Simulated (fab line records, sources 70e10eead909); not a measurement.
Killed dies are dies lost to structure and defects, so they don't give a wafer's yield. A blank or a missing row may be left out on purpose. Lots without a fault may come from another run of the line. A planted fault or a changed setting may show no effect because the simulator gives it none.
One fault seen from 2 desks | flow nand_harc | each desk has only its own numbers; what lay behind them comes last

THE TOOL OWNER'S DESK: pecvd_onon-01
The tool's own readings at NHARC_A_ONON_D1_DEP_25 (target thk 1000 nm): means of the sampled wafers that have a number, for each lot that ran on this tool. A lot is out of limits, marked OUT, if its mean lies more than 4 standard deviations from the usual mean; the brackets give that distance.
Columns: A = susceptor_temp_C at NHARC_A_ONON_D1_DEP_25, usual 400.00 C
lot  | first seen here | A
L865 | day 9 19:47     | 399.88
L866 | day 9 23:42     | 399.66
L871 | day 11 02:54    | 400.17
L872 | day 11 03:15    | 400.02
This desk's finding: nothing out of limits on any of the 4 lots.

THE METROLOGY DESK
What the gauges read, lot by lot, whatever tool the lot ran on: means of the sampled wafers that have a number. A lot is out of limits, marked OUT, if its mean lies more than 4 standard deviations from the usual mean; the brackets give that distance.
Columns: A = thk_nm at NHARC_A_SOURCE_PLATE_THK_MEAS_09, usual 9.6 nm; B = thk_nm at NHARC_A_ONON_D1_THK_MEAS_02, usual 1003 nm; C = thk_nm at NHARC_A_ONON_D1_THK_MEAS_27, usual 996 nm
lot  | first seen here | A    | B    | C
L859 | day 6 17:39     | 9.1  | 1002 | 989
L860 | day 7 05:59     | 11.1 | 1013 | 1010
L861 | day 7 12:46     | 10.2 | 1020 | 997
L863 | day 7 22:43     | 9.1  | 987  | 997
L864 | day 8 04:01     | 9.4  | 988  | 997
L865 | day 8 14:29     | 8.6  | 1004 | 999
L866 | day 8 23:22     | 10.2 | 980  | 990
L867 | day 8 23:22     | 8.5  | 998  | 967
L868 | day 8 23:23     | 9.5  | 1014 | 1005
L870 | day 9 09:53     | 10.4 | 1004 | 986
L871 | day 10 02:40    | 9.9  | 991  | 585 (-37) OUT
L872 | day 10 02:40    | 9.5  | 1021 | 593 (-37) OUT
L874 | day 11 03:43    | 9.9  | 981  | 998
This desk's finding: out of limits on L871, L872; first on L871, day 11 03:25 (thk_nm at NHARC_A_ONON_D1_THK_MEAS_27). In limits: L859, L860, L861, L863, L864, L865, L866, L867, L868, L870, L874.

PUT TOGETHER
The metrology desk could have raised an alarm at day 11 03:25, on L871, L872.
The tool owner's desk saw nothing out of limits.
The tool owner's desk has L871, L872 on record, within its limits.
Of the lots named, all ran NHARC_A_ONON_D1_DEP_25 on pecvd_onon-01.

WHAT THE SIMULATOR HAD PUT IN
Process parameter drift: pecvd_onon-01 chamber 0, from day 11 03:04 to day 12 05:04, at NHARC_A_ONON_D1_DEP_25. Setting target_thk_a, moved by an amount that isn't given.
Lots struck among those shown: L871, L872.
Hours from the fault's start to each desk's first reading out of limits: the metrology desk, 0.
